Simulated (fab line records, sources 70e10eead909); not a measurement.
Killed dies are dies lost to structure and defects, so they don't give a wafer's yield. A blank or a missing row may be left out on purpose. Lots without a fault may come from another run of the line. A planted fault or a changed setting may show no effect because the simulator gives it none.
Which tool did it? | flow nand_harc | 12 lots, 36 wafers sampled, at 5 steps of a route of 1302

WHAT THE GAUGES READ, wafer by wafer
NHARC_P_M2_INSPECT_27. Usual: raw_defect_count 253, standard deviation 82.
lot  | measured     | on                | raw_defect_count | flag
L888 | day 6 13:25  | defect_inspect-02 | 163 232 240      |
L889 | day 6 23:07  | defect_inspect-01 | 354 246 347      |
L892 | day 7 23:49  | defect_inspect-02 | 409 455 401      |
L893 | day 8 16:29  | defect_inspect-01 | 195 247 177      |
L894 | day 8 17:40  | defect_inspect-01 | 297 330 160      |
L896 | day 9 21:13  | defect_inspect-02 | 170 203 266      |
L898 | day 10 23:49 | defect_inspect-02 | 247 328 197      |
L900 | day 11 15:07 | defect_inspect-02 | 321 400 154      |
L905 | day 13 11:06 | defect_inspect-01 | 325 252 279      |
L909 | day 15 01:07 | defect_inspect-02 | 397 177 131      |
L910 | day 15 12:17 | defect_inspect-01 | 304 350 331      |
L911 | day 15 23:47 | defect_inspect-02 | 223 374 183      |

NHARC_P_BONDPAD_CD_MEAS_09: target cd 500 nm. Usual: cd_nm 499.7 nm, standard deviation 2.5.
lot  | measured     | on        | cd_nm (nm)        | flag
L888 | day 6 15:16  | cd_sem-02 | 497.6 496.1 498.8 |
L889 | day 7 00:46  | cd_sem-01 | 499.5 497.9 495.2 |
L892 | day 8 01:35  | cd_sem-02 | 500.0 499.0 499.6 |
L893 | day 8 18:08  | cd_sem-03 | 503.5 500.7 503.5 |
L894 | day 8 19:18  | cd_sem-03 | 496.3 500.8 501.5 |
L896 | day 9 22:58  | cd_sem-02 | 499.8 500.5 500.5 |
L898 | day 11 01:29 | cd_sem-03 | 498.6 498.8 497.5 |
L900 | day 11 16:52 | cd_sem-03 | 496.2 499.0 499.9 |
L905 | day 13 13:10 | cd_sem-01 | 498.5 497.6 500.4 |
L909 | day 15 03:04 | cd_sem-03 | 494.2 493.7 499.4 |
L910 | day 15 14:16 | cd_sem-02 | 498.8 494.8 499.4 |
L911 | day 16 01:37 | cd_sem-01 | 501.5 501.1 500.3 |

NHARC_END_SORT_01. Usual: defect_limited_yield 90.9 %, standard deviation 2.6; killed_at_array 57, standard deviation 18; killed_at_other 0.9, standard deviation 1.3; killed_at_periphery 3.5, standard deviation 2.2; killed_dies 62, standard deviation 18; killed_open 3.0, standard deviation 1.7; killed_short 2.3, standard deviation 1.5.
lot  | measured     | on        | defect_limited_yield (%) | killed_at_array | killed_at_other | killed_at_periphery | killed_dies | killed_open | killed_short | flag
L888 | day 24 18:43 | prober-01 | 88.2 85.4 89.5           | 74 95 69        | 0 1 0           | 6 3 2               | 80 99 71    | 5 5 2       | 3 9 0        |
L889 | day 24 17:54 | prober-02 | 90.8 93.1 92.9           | 50 42 40        | 1 0 0           | 11 5 8              | 62 47 48    | 6 4 2       | 1 5 4        |
L892 | day 25 17:36 | prober-01 | 88.9 87.3 88.0           | 72 80 78        | 0 1 0           | 3 5 3               | 75 86 81    | 2 5 2       | 1 1 3        |
L893 | day 26 22:14 | prober-01 | 92.0 92.2 90.1           | 48 49 63        | 1 1 1           | 5 3 3               | 54 53 67    | 3 5 5       | 2 0 1        |
L894 | day 27 21:24 | prober-02 | 87.1 87.6 87.6           | 84 82 81        | 2 1 0           | 1 1 3               | 87 84 84    | 3 4 3       | 1 4 3        |
L896 | day 28 07:41 | prober-02 | 94.4 95.1 94.7           | 35 28 34        | 0 3 0           | 3 2 2               | 38 33 36    | 4 3 8       | 4 3 1        |
L898 | day 29 00:20 | prober-01 | 96.6 97.2 96.8           | 20 16 21        | 0 1 0           | 3 2 1               | 23 19 22    | 1 3 1       | 1 0 2        |
L900 | day 29 05:50 | prober-01 | 90.5 92.0 91.7           | 56 52 54        | 6 0 1           | 2 2 1               | 64 54 56    | 0 2 2       | 5 2 2        |
L905 | day 30 10:23 | prober-01 | 88.3 89.8 90.4           | 78 67 63        | 0 0 0           | 1 2 2               | 79 69 65    | 2 3 2       | 2 0 6        |
L909 | day 32 19:23 | prober-01 | 0 0 0                    | 75 66 53        | 1 1 1           | 601 610 623         | 677 677 677 | 2 4 3       | 5 2 3        | OFF
L910 | day 33 03:58 | prober-01 | 0 0 0                    | 29 43 42        | 1 3 4           | 647 631 631         | 677 677 677 | 2 4 2       | 4 3 5        | OFF
L911 | day 33 18:53 | prober-02 | 94.5 94.8 92.3           | 34 34 48        | 0 0 0           | 3 1 4               | 37 35 52    | 4 1 2       | 3 2 3        |

WHICH TOOL RAN EACH LOT (tool, then ch and the chambers of the sampled wafers, then the start)
lot  | NHARC_P_M2_ANNEAL_31             | NHARC_P_BONDPAD_ETCH_24
L888 | rtp_anneal-02 ch 0, day 6 12:38  | rie_diel-13 ch 1,2,3, day 6 16:04
L889 | rtp_anneal-02 ch 0, day 6 22:17  | rie_diel-13 ch 2,3, day 7 01:37
L892 | rtp_anneal-01 ch 0, day 7 23:08  | rie_diel-03 ch 0,3, day 8 02:20
L893 | rtp_anneal-02 ch 0, day 8 15:38  | rie_diel-08 ch 0,1, day 8 18:56
L894 | rtp_anneal-01 ch 0, day 8 16:57  | rie_diel-08 ch 0,2,3, day 8 20:02
L896 | rtp_anneal-01 ch 0, day 9 20:26  | rie_diel-03 ch 0,3, day 9 23:44
L898 | rtp_anneal-01 ch 0, day 10 23:10 | rie_diel-13 ch 0,2,3, day 11 02:18
L900 | rtp_anneal-01 ch 0, day 11 14:18 | rie_diel-13 ch 0,1,3, day 11 17:37
L905 | rtp_anneal-02 ch 0, day 13 10:17 | rie_diel-03 ch 0,1,3, day 13 13:55
L909 | rtp_anneal-02 ch 0, day 15 00:24 | rie_diel-03 ch 0,3, day 15 03:49
L910 | rtp_anneal-01 ch 0, day 15 11:28 | rie_diel-03 ch 1,2,3, day 15 15:01
L911 | rtp_anneal-02 ch 0, day 15 22:58 | rie_diel-13 ch 1,2,3, day 16 02:22
- NHARC_P_M2_ANNEAL_31: time 90 s.
- NHARC_P_BONDPAD_ETCH_24: etches the open film in CF4/N2, target depth 30 nm, time 72.99 s.

WHAT THE TOOLS THEMSELVES READ (means of the sampled wafers that have a number; where no wafer has one, the mark that the record gives instead)
NHARC_P_M2_ANNEAL_31. Usual: wafer_temp_C_max 225.85, standard deviation 0.28.
lot  | tool          | wafer_temp_C_max | flag
L888 | rtp_anneal-02 | 226.18           |
L889 | rtp_anneal-02 | 225.94           |
L892 | rtp_anneal-01 | 225.68           |
L893 | rtp_anneal-02 | 225.93           |
L894 | rtp_anneal-01 | 225.47           |
L896 | rtp_anneal-01 | 225.53           |
L898 | rtp_anneal-01 | 225.49           |
L900 | rtp_anneal-01 | 225.66           |
L905 | rtp_anneal-02 | 225.66           |
L909 | rtp_anneal-02 | 226.37           |
L910 | rtp_anneal-01 | 225.81           |
L911 | rtp_anneal-02 | 225.86           |

NHARC_P_BONDPAD_ETCH_24. Usual: drypump_motor_current_A 5.6 A, standard deviation 0.53; oes_product_au 1.001 a.u., standard deviation 0.01; rf_vpp_V 314.3 V, standard deviation 2.2; run_length_s 94.6 s, standard deviation 0.43; showerhead_plenum_p_Torr 2.64 Torr, standard deviation 0.12; throttle_valve_pct 19.795 %, standard deviation 0.0087.
lot  | tool        | drypump_motor_current_A (A) | oes_product_au (a.u.) | rf_vpp_V (V) | run_length_s (s) | showerhead_plenum_p_Torr (Torr) | throttle_valve_pct (%) | flag
L888 | rie_diel-13 | 5.8                         | 1.006                 | 312.6        | 94.5             | 2.53                            | 19.798                 |
L889 | rie_diel-13 | 6.1                         | 1.004                 | 312.7        | 94.4             | 2.53                            | 19.789                 |
L892 | rie_diel-03 | 4.9                         | 0.999                 | 317.1        | 94.4             | 2.79                            | 19.791                 |
L893 | rie_diel-08 | 5.6                         | 1.008                 | 312.9        | 94.4             | 2.59                            | 19.789                 |
L894 | rie_diel-08 | 6.0                         | 1.015                 | 314.2        | 94.7             | 2.68                            | 19.795                 |
L896 | rie_diel-03 | 4.9                         | 1.000                 | 316.4        | 94.1             | 2.79                            | 19.793                 |
L898 | rie_diel-13 | 6.0                         | 1.006                 | 314.0        | 94.4             | 2.61                            | 19.798                 |
L900 | rie_diel-13 | 5.6                         | 1.009                 | 313.0        | 94.3             | 2.61                            | 19.793                 |
L905 | rie_diel-03 | 5.4                         | 0.993                 | 315.8        | 94.5             | 2.73                            | 19.788                 |
L909 | rie_diel-03 | 4.9                         | 1.003                 | 316.8        | 61.4             | 2.79                            | 19.789                 | OFF
L910 | rie_diel-03 | 5.3                         | 1.000                 | 315.1        | 61.8             | 2.72                            | 19.804                 | OFF
L911 | rie_diel-13 | 5.8                         | 0.994                 | 310.9        | 94.4             | 2.53                            | 19.795                 |

THE ANSWER, worked out from the rows above alone
Rule: a lot is off if the mean of its wafers that have a number lies more than 3 standard deviations from the usual mean. A lot without any number at a reading at which 4 lots or more have one is off too. The other lots that the step has rows for count as sound. The gauges are gone through in route order, then the tools' own readings, and for those a lot's mean is taken as printed above. The first step at which some lot is off is used, and at that step the reading that is off furthest; a lot without a number counts as furthest.
Off: L909, L910, at NHARC_END_SORT_01 (killed_at_periphery).
A tool fits if, at a process step before that reading, it ran every lot that is off, and no sound lot after the first of them. The gauges at NHARC_END_SORT_01 aren't tried: what is off there is off at NHARC_P_BONDPAD_ETCH_24 too, on other tools, and a gauge's error can't cause that. One fits: rie_diel-03 at NHARC_P_BONDPAD_ETCH_24. Its last sound lot is L905 (day 13 13:55), its first lot that is off L909 (day 15 03:49): a fault that began between those two fits.
The tool's own readings at NHARC_P_BONDPAD_ETCH_24 bear it out: on the lots that are off they differ by more than 5 times the standard deviation of the sound lots' means. run_length_s reads 61.6 s there against 94.4 s on the sound lots.

WHAT THE SIMULATOR HAD PUT IN
Process parameter drift: rie_diel-03, from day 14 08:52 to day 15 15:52, at NHARC_P_BONDPAD_ETCH_24. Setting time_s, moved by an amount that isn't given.
Lots struck among those shown: L909, L910. The rule above found the same.
